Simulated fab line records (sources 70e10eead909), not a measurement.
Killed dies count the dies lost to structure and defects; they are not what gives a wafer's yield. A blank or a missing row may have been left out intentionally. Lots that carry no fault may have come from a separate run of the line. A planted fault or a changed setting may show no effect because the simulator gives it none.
fab line records	flow nand-harc
[record] lots = 14	wafers = 42	last-day = 23
route steps=1159 shown P_BONDPAD@351
lots with no fault: from the same line, run without faults
start-h: start of the lot's first displayed wafer, in hours after the record's first day	wait-h: how many hours have passed since the lot's step before this one	" same as the row above	L1.1+2: one row covering several wafers at once	- no value, or no start given	* or withheld: withheld	< > ~ a bound
route shown NAME@n: NAME is a module with steps in the file, n the number in the route of the first one	usual: mean/standard deviation of fault-free wafers	same: alike in all rows	chamber/n: place in a boat	sites: readings site by site	_std_site: their standard deviation	_edge_site: inner sites' mean taken away from outer sites' mean	radius-mm: how far each site lies from the wafer's centre	mask NAME#n: copy n	behind: the last tool/chamber to shape the wafer	hold: what put the lot on hold/how long, in hours/how the hold closed	device: the n, p or np transistor that did not switch	end of line: the route-end tests of the same wafers	a step without rows: its recipe alone	killed: not the wafer's yield, but the dies lost to structure and defects at the first sort	map: a wafer's dies, x killed, . not, _ none there
set.NAME: the setting the step ran with; set.NAME@STEP: the setting that earlier step ran with	model.NAME: the simulator's own value behind a step, which no gauge read
steps of the route over a sample of lots; a table a step, a row a wafer
services: a tool's chamber out of use, with start hour (start-h, from the record's first day; less than 0 if before it), hours out, and reason
[[steps]]
[step NHARC_P_BONDPAD_DEP_00]
[recipe] target-thk-a = 2500	temp-c = 370	target-thk-nm = 250	pressure-torr = 3	flow-sccm = 200	rf-w = 450	material = SiCN
[usual] heater-power-w = 576/87
lot.wafer	tool	chamber	start-h	wait-h	heater-power-w
L558.2	pecvd-03	1	128.95	-	552
L558.3	"	2	"	"	487
L558.6	"	0	"	"	580
L557.3	pecvd-04	2	129.81	-	570
L557.4	"	1	"	"	495
L557.5	"	2	"	"	561
L560.2	pecvd-03	2	136.95	0.5	423
L560.5	"	2	"	"	436
L560.4	"	1	"	"	517
L563.1	pecvd-04	2	-	-	559
L563.3	"	0	"	"	556
L563.6	"	0	"	"	567
L561.2	pecvd-04	2	-	-	503
L561.1	"	0	"	"	545
L561.6	"	1	"	"	563
L562.1	pecvd-03	1	-	-	541
L562.2	"	2	"	"	466
L562.5	"	0	"	"	536
L564.2	pecvd-03	0	-	-	477
L564.1	"	1	"	"	476
L564.4	"	1	"	"	486
L565.1	pecvd-04	0	179.97	-	556
L565.4	"	0	"	"	582
L565.5	"	2	"	"	495
L566.2	pecvd-03	2	180.80	-	466
L566.3	"	0	"	"	555
L566.6	"	2	"	"	481
L567.2	pecvd-04	2	189.09	-	488
L567.1	"	0	"	"	590
L567.5	"	1	"	"	578
L569.2	pecvd-03	2	-	-	509
L569.5	"	2	"	"	509
L569.6	"	0	"	"	589
L570.1	pecvd-02	0	-	-	774
L570.2	"	2	"	"	609
L570.4	"	0	"	"	789
L572.2	pecvd-02	0	221.74	-	791
L572.4	"	1	"	"	616
L572.6	"	2	"	"	654
L575.2	pecvd-03	2	240.05	-	494
L575.3	"	0	"	"	495
L575.6	"	1	"	"	574
[step NHARC_P_BONDPAD_STRIP_15]
[recipe] o2-flow-sccm = 500	ar-flow-sccm = 0	bias-w = 0	chemistry = O2
[usual] drypump-motor-current-A = 6.0/0.46	oes-product-au = 1.002/0.0097	rf-vpp-V = 57.6/0.91	showerhead-plenum-p-Torr = 3.43/0.12	throttle-valve-pct = 17.036/0.0086
[same] bias-w = 0
lot.wafer	tool	chamber	start-h	wait-h	drypump-motor-current-A	oes-product-au	rf-hours-counter-h	rf-vpp-V	showerhead-plenum-p-Torr	throttle-valve-pct
L558.3	rie-diel-04	2	130.78	0.1	6.3	1.003	1	57.6	3.62	17.027
L558.2	"	3	"	"	5.8	0.998	0	55.6	3.32	17.030
L558.6	"	2	"	"	6.3	1.003	-	59.4	3.62	17.037
L557.3	rie-diel-04	0	131.64	0.1	5.4	0.999	1	57.8	3.33	17.043
L557.4	"	1	"	"	6.7	0.996	1	56.9	3.55	17.034
L557.5	"	2	"	"	6.3	1.007	-	58.7	3.62	17.033
L560.4	rie-diel-04	1	138.68	0.1	6.6	0.991	3	58.5	3.55	17.029
L560.2	"	2	"	"	6.3	1.004	2	57.7	3.62	17.026
L560.5	"	3	"	"	5.9	0.998	-	58.1	3.32	17.037
L563.1	rie-diel-04	1	157.94	0.1	6.7	0.990	4	57.2	3.55	17.051
L563.3	"	0	"	"	5.4	1.002	4	57.1	3.33	17.035
L563.6	"	2	"	"	6.3	1.013	-	57.7	3.62	17.038
L561.2	rie-diel-03	3	158.79	0.1	5.3	1.018	41	57.6	3.48	17.041
L561.1	"	1	"	"	6.0	0.996	35	58.2	3.42	17.038
L561.6	"	2	"	"	5.6	1.017	-	56.5	3.37	17.034
L562.1	rie-diel-04	1	159.35	0.1	6.7	0.994	4	58.1	3.55	17.014
L562.2	"	0	"	"	5.4	1.028	4	57.3	3.33	17.030
L562.5	"	2	"	"	6.3	1.017	-	59.8	3.62	17.039
L564.1	rie-diel-04	3	174.18	0.1	5.8	0.997	5	57.6	3.32	17.027
L564.2	"	0	"	"	5.4	1.001	5	56.8	3.33	17.035
L564.4	"	1	"	"	6.6	0.979	5	59.0	3.55	17.047
L565.1	rie-diel-03	3	181.83	0.1	5.3	1.011	51	58.1	3.47	17.051
L565.4	"	0	"	"	6.5	1.013	49	57.7	3.33	17.033
L565.5	"	1	"	"	6.0	1.003	-	56.7	3.41	17.030
L566.2	rie-diel-04	1	182.72	0.1	6.7	0.999	6	58.8	3.55	17.032
L566.3	"	2	"	"	6.2	1.003	6	57.8	3.62	17.043
L566.6	"	1	"	"	6.6	1.001	-	58.1	3.55	17.034
L567.1	rie-diel-03	2	190.94	0.1	5.6	1.015	47	56.9	3.37	17.036
L567.2	"	0	"	"	6.5	1.008	53	56.1	3.33	17.033
L567.5	"	1	"	"	6.0	1.003	-	58.0	3.41	17.035
L569.2	rie-diel-04	3	202.60	0.1	5.8	0.995	8	57.4	3.31	17.024
L569.5	"	0	"	"	5.4	1.000	-	58.2	3.32	17.038
L569.6	"	1	"	"	6.6	0.986	-	57.4	3.54	17.031
L570.4	rie-diel-04	3	205.12	0.1	5.9	0.999	8	56.6	3.31	17.041
L570.1	"	0	"	"	5.4	1.000	9	57.6	3.32	17.032
L570.2	"	2	"	"	6.2	1.002	8	57.8	3.62	17.039
L572.4	rie-diel-04	2	223.52	0.1	6.3	1.002	10	58.6	3.62	17.044
L572.2	"	0	"	"	5.4	1.004	10	56.5	3.32	17.046
L572.6	"	2	"	"	6.2	1.000	-	59.1	3.62	17.029
L575.2	rie-diel-04	3	241.93	0.1	5.8	1.004	12	57.6	3.31	17.053
L575.3	"	0	"	"	5.4	1.000	13	56.6	3.32	17.050
L575.6	"	2	"	"	6.3	1.005	-	57.8	3.62	17.034
[step NHARC_P_BONDPAD_ETCH_24]
[recipe] target-depth-a = 300	over-etch-frac = 0.3	time-s = 72.99	ion-energy-ev = 150	cf4-flow-sccm = 50	n2-flow-sccm = 100	ar-flow-sccm = 150	rf-w = 300	bias-w = 100	chemistry = CF4/N2
[usual] bias-w = 100.0/0.3	drypump-motor-current-A = 6.0/0.47	n2-flow-sccm = 100.0/0.31	oes-product-au = 1.002/0.0089	rf-vpp-V = 312.8/1.8	run-length-s = 94.4/0.39	showerhead-plenum-p-Torr = 2.55/0.089	throttle-valve-pct = 19.795/0.0094
lot.wafer	tool	chamber	start-h	wait-h	bias-w	drypump-motor-current-A	n2-flow-sccm	oes-product-au	rf-hours-counter-h	rf-vpp-V	run-length-s	showerhead-plenum-p-Torr	throttle-valve-pct
L558.3	rie-diel-04	1	130.94	-	100.0	6.7	99.8	0.995	1	315.8	94.5	2.64	19.798
L558.2	"	3	"	"	100.3	5.8	100.5	1.010	0	311.2	94.1	2.47	19.806
L558.6	"	0	"	"	100.3	5.4	100.3	1.001	-	310.5	94.8	2.47	19.793
L557.3	rie-diel-04	0	131.77	-	99.7	5.4	100.1	0.998	1	311.3	94.5	2.47	19.792
L557.4	"	1	"	"	99.9	6.7	100.2	1.005	1	314.7	94.0	2.64	19.799
L557.5	"	3	"	"	100.1	5.8	100.1	1.004	-	311.4	94.5	2.47	19.790
L560.2	rie-diel-04	3	138.80	-	99.8	5.8	100.1	0.988	2	311.1	93.9	2.47	19.795
L560.4	"	2	"	"	99.9	6.3	99.9	0.996	3	315.3	94.7	2.70	19.796
L560.5	"	0	"	"	100.0	5.4	100.3	0.998	-	310.9	95.0	2.47	19.791
L563.3	rie-diel-04	2	158.09	-	100.1	6.2	99.5	0.995	4	314.6	94.6	2.70	19.792
L563.1	"	0	"	"	99.6	5.4	99.5	1.009	4	312.5	94.7	2.47	19.799
L563.6	"	3	"	"	99.7	5.8	99.9	0.998	-	308.9	93.9	2.47	19.796
L561.1	rie-diel-03	0	158.93	-	99.5	6.5	100.1	1.000	40	310.6	94.5	2.48	19.786
L561.2	"	1	"	"	100.2	6.0	99.7	1.015	35	311.9	93.9	2.54	19.789
L561.6	"	0	"	"	99.9	6.5	100.3	0.999	-	311.5	94.9	2.48	19.806
L562.1	rie-diel-04	1	159.50	-	99.9	6.7	99.8	0.998	4	314.5	94.4	2.64	19.803
L562.2	"	3	"	"	99.7	5.8	99.7	0.988	4	311.9	94.1	2.47	19.808
L562.5	"	1	"	"	99.8	6.6	100.2	0.991	-	315.6	94.3	2.64	19.792
L564.1	rie-diel-04	3	174.33	-	100.4	5.8	99.6	0.992	5	311.7	94.0	2.46	19.813
L564.2	"	0	"	"	99.8	5.4	100.0	1.006	5	311.6	95.0	2.47	19.794
L564.4	"	1	"	"	100.3	6.7	100.0	1.001	5	314.4	94.2	2.64	19.784
L565.4	rie-diel-03	0	181.95	-	99.6	6.5	100.2	1.007	49	312.2	94.3	2.48	19.786
L565.1	"	1	"	"	100.2	6.0	99.8	0.993	45	311.4	93.5	2.54	19.773
L565.5	"	0	"	"	100.0	6.5	100.5	1.004	-	314.3	94.7	2.48	19.788
L566.2	rie-diel-04	2	182.90	-	99.9	6.2	100.1	1.014	6	315.4	94.9	2.69	19.802
L566.3	"	3	"	"	100.0	5.9	100.1	1.003	6	309.5	94.2	2.46	19.788
L566.6	"	0	"	"	100.1	5.4	100.6	1.011	-	310.9	94.3	2.47	19.801
L567.1	rie-diel-03	3	191.08	-	100.2	5.2	99.4	1.008	54	313.7	94.2	2.58	19.792
L567.2	"	1	"	"	100.3	6.0	100.4	0.992	48	312.0	93.6	2.54	19.799
L567.5	"	0	"	"	99.9	6.5	99.9	1.002	-	311.7	94.1	2.48	19.781
L569.2	rie-diel-04	1	202.72	-	99.7	6.7	100.0	0.989	8	313.1	94.5	2.64	19.809
L569.5	"	3	"	"	100.3	5.8	100.3	0.997	-	312.5	94.0	2.46	19.803
L569.6	"	0	"	"	100.3	5.4	100.0	1.005	-	311.7	94.4	2.47	19.779
L570.1	rie-diel-04	2	205.27	-	100.4	6.3	100.1	1.006	8	314.7	94.9	2.69	19.795
L570.4	"	3	"	"	100.0	5.8	100.7	1.001	8	310.7	94.1	2.46	19.801
L570.2	"	0	"	"	100.3	5.4	100.1	0.995	9	311.1	94.6	2.47	19.796
L572.2	rie-diel-04	0	223.67	-	99.7	5.4	99.3	1.004	10	310.2	94.3	2.47	19.785
L572.4	"	2	"	"	-	6.2	100.3	1.012	10	314.2	74.8	2.69	19.788
L572.6	"	0	"	"	100.2	5.4	99.4	1.011	-	311.4	94.6	2.47	19.811
L575.2	rie-diel-04	2	242.06	-	-	6.3	100.1	1.020	13	314.9	74.8	2.69	19.804
L575.3	"	3	"	"	100.0	5.8	99.6	0.995	12	312.5	94.0	2.46	19.798
L575.6	"	2	"	"	-	6.3	100.4	1.005	-	316.3	74.5	2.69	19.790
[step NHARC_P_BONDPAD_PRE_CLEAN_26]
[recipe] time-s = 30	temp-c = 280	gas = H2/He
[usual] heater-power-w = 427/33
lot.wafer	tool	chamber	start-h	wait-h	heater-power-w
L558.3	pvd-sputter-01	-	-	-	398
L558.2	"	-	"	"	416
L558.6	"	-	"	"	410
L557.3	pvd-sputter-03	-	-	-	392
L557.4	"	-	"	"	468
L557.5	"	-	"	"	476
L560.4	pvd-sputter-03	-	-	-	413
L560.2	"	-	"	"	390
L560.5	"	-	"	"	382
L563.1	pvd-sputter-03	-	-	-	473
L563.3	"	-	"	"	398
L563.6	"	-	"	"	475
L561.2	pvd-sputter-03	-	-	-	479
L561.1	"	-	"	"	470
L561.6	"	-	"	"	396
L562.1	pvd-sputter-03	-	-	-	397
L562.2	"	-	"	"	462
L562.5	"	-	"	"	402
L564.2	pvd-sputter-02	-	-	-	438
L564.4	"	-	"	"	405
L564.1	"	-	"	"	409
L565.4	pvd-sputter-03	-	-	-	408
L565.1	"	-	"	"	387
L565.5	"	-	"	"	483
L566.2	pvd-sputter-03	-	-	-	460
L566.3	"	-	"	"	466
L566.6	"	-	"	"	410
L567.2	pvd-sputter-03	-	-	-	402
L567.1	"	-	"	"	383
L567.5	"	-	"	"	459
L569.2	pvd-sputter-02	-	-	-	398
L569.5	"	-	"	"	409
L569.6	"	-	"	"	423
L570.4	pvd-sputter-02	-	-	-	410
L570.1	"	-	"	"	415
L570.2	"	-	"	"	444
L572.4	pvd-sputter-03	-	-	-	459
L572.2	"	-	"	"	414
L572.6	"	-	"	"	477
L575.3	pvd-sputter-03	-	-	-	471
L575.2	"	-	"	"	394
L575.6	"	-	"	"	470
[[services]]
tool	chamber	start-h	hours	kind
rie-diel-03	2	109.62	5.1	repair
pecvd-03	-	111.09	13.0	pm
rie-diel-04	-	111.90	9.0	pm
rie-diel-04	0	111.90	9.0	vent-cycle
rie-diel-04	1	111.90	9.0	vent-cycle
rie-diel-04	2	111.90	9.0	vent-cycle
rie-diel-04	3	111.90	9.0	vent-cycle
rie-diel-04	0	120.90	-	clean
rie-diel-04	1	120.90	-	clean
rie-diel-04	2	120.90	-	clean
rie-diel-04	3	120.90	-	clean
rie-diel-04	3	122.92	4.4	repair
pvd-sputter-03	-	144.05	0.7	repair
rie-diel-04	0	145.40	-	clean
rie-diel-04	1	145.40	-	clean
pecvd-02	-	153.23	13.0	pm
pvd-sputter-01	-	158.00	10.0	pm
pecvd-03	-	175.72	0.6	repair
rie-diel-03	-	187.98	0.3	repair
pecvd-04	-	195.33	13.0	pm
rie-diel-03	-	198.59	8.3	repair
pecvd-03	-	208.95	9.3	repair
pvd-sputter-02	-	214.12	10.0	pm
rie-diel-03	-	215.49	9.0	pm
[[key]]
[first-sign] step = NHARC_P_BONDPAD_ETCH_24	reading = run-length-s	direction = down	sigmas = 50	usual = *	struck = *
effect none on later readings
met-at NHARC_P_BONDPAD_ETCH_24
struck-lots L572,L575
struck-wafers L572.4,L575.2,L575.6
sort-left-out L572.4,L575.2,L575.6
not-acting-at NHARC_P_BONDPAD_DEP_00,NHARC_P_BONDPAD_STRIP_15,NHARC_P_BONDPAD_PRE_CLEAN_26
onset-between 205.27 223.67
[fault] kind = process-parameter-drift	tool = rie-diel-04	chamber = 2	onset-h = 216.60	steps = NHARC_P_BONDPAD_ETCH_24	channel = time-s	offset = *	shape = step	end-h = 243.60	acts-in = *	stated = *
// sort-left-out: the simulated sort isn't trusted on such a fault, so these wafers' sort isn't shown, and their yield isn't known
